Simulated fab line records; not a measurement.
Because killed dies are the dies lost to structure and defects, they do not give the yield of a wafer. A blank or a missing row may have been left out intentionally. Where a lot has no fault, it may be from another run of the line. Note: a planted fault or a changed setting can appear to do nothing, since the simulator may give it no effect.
Chamber matching    flow nand harc    rie diel-04 running NHARC_P_GATE_DESCUM_48: 4 sister chambers
The step chemistry O2, time 3 s. 24 wafers are shown with their chamber, then 12 later ones without.

WAFERS WITH THEIR CHAMBER
wafer   chamber  showerhead plenum p Torr (Torr)  drypump motor current A (A)  oes product au (a.u.)
L074.1  3        2.03                             5.4                          1.001
L074.5  0        1.90                             6.0                          0.989
L074.6  1        1.92                             5.1                          0.984
L080.1  1        1.91                             5.1                          0.999
L080.3  3        2.02                             5.4                          0.989
L080.5  1        1.91                             5.1                          0.995
L083.1  0        1.90                             6.0                          1.033
L083.2  2        1.98                             5.8                          1.001
L083.6  1        1.91                             5.0                          0.992
L084.2  1        1.91                             5.1                          0.999
L084.4  0        1.90                             5.9                          1.022
L084.6  1        1.91                             5.0                          1.003
L088.2  0        1.90                             6.0                          1.025
L088.3  3        2.02                             5.4                          1.006
L088.6  0        1.90                             5.9                          1.021
L085.1  0        1.90                             6.0                          1.034
L085.2  2        1.98                             5.8                          1.024
L085.3  3        2.02                             5.4                          1.009
L089.1  0        1.90                             6.0                          1.017
L089.4  1        1.91                             5.1                          0.995
L089.6  1        1.91                             5.1                          0.993
L090.1  2        1.98                             5.8                          1.001
L090.3  0        1.90                             5.9                          1.033
L090.6  3        2.02                             5.4                          0.996

SIGNATURES (averages over the wafers above)
reading                   chamber 0  chamber 1  chamber 2  chamber 3  scatter within a chamber
showerhead plenum p Torr  1.9000     1.9112     1.9800     2.0220     0.00289
drypump motor current A   5.963      5.075      5.800      5.400      0.0411
oes product au            1.02175    0.99500    1.00867    1.00020    0.0108
Rule: distance of a wafer from a chamber = root of the sum over the readings of ((wafer's reading minus chamber's mean) / reading's scatter) squared. If the next closest chamber is less than 2 further off than the closest, the wafer can't be placed; otherwise it belongs to the closest. The scatter is the square root of a quotient: the sum, over the shown wafers, of each reading's squared deviation from its chamber's mean, divided by wafers minus chambers.

WAFERS MISSING THEIR CHAMBER
wafer   showerhead plenum p Torr (Torr)  drypump motor current A (A)  oes product au (a.u.)
L091.4  2.02                             5.4                          1.005
L091.5  2.02                             5.4                          0.993
L091.6  1.90                             5.9                          1.017
L092.3  2.02                             5.4                          1.001
L092.4  1.90                             5.9                          1.026
L092.6  2.02                             5.4                          1.006
L095.1  1.90                             5.9                          1.037
L095.3  1.98                             5.9                          1.015
L095.6  1.97                             5.8                          1.013
L094.1  2.02                             5.5                          1.017
L094.2  1.97                             5.8                          1.014
L094.5  1.91                             5.1                          0.997

WHICH CHAMBER EACH ONE RAN IN
wafer   from the rows above  in truth
L091.4  3                    3
L091.5  3                    3
L091.6  0                    0
L092.3  3                    3
L092.4  0                    0
L092.6  3                    3
L095.1  0                    0
L095.3  2                    2
L095.6  2                    2
L094.1  3                    3
L094.2  2                    2
L094.5  1                    1
12 of 12 placed correctly. Not placeable from these rows: 0. 0 placed wrongly.
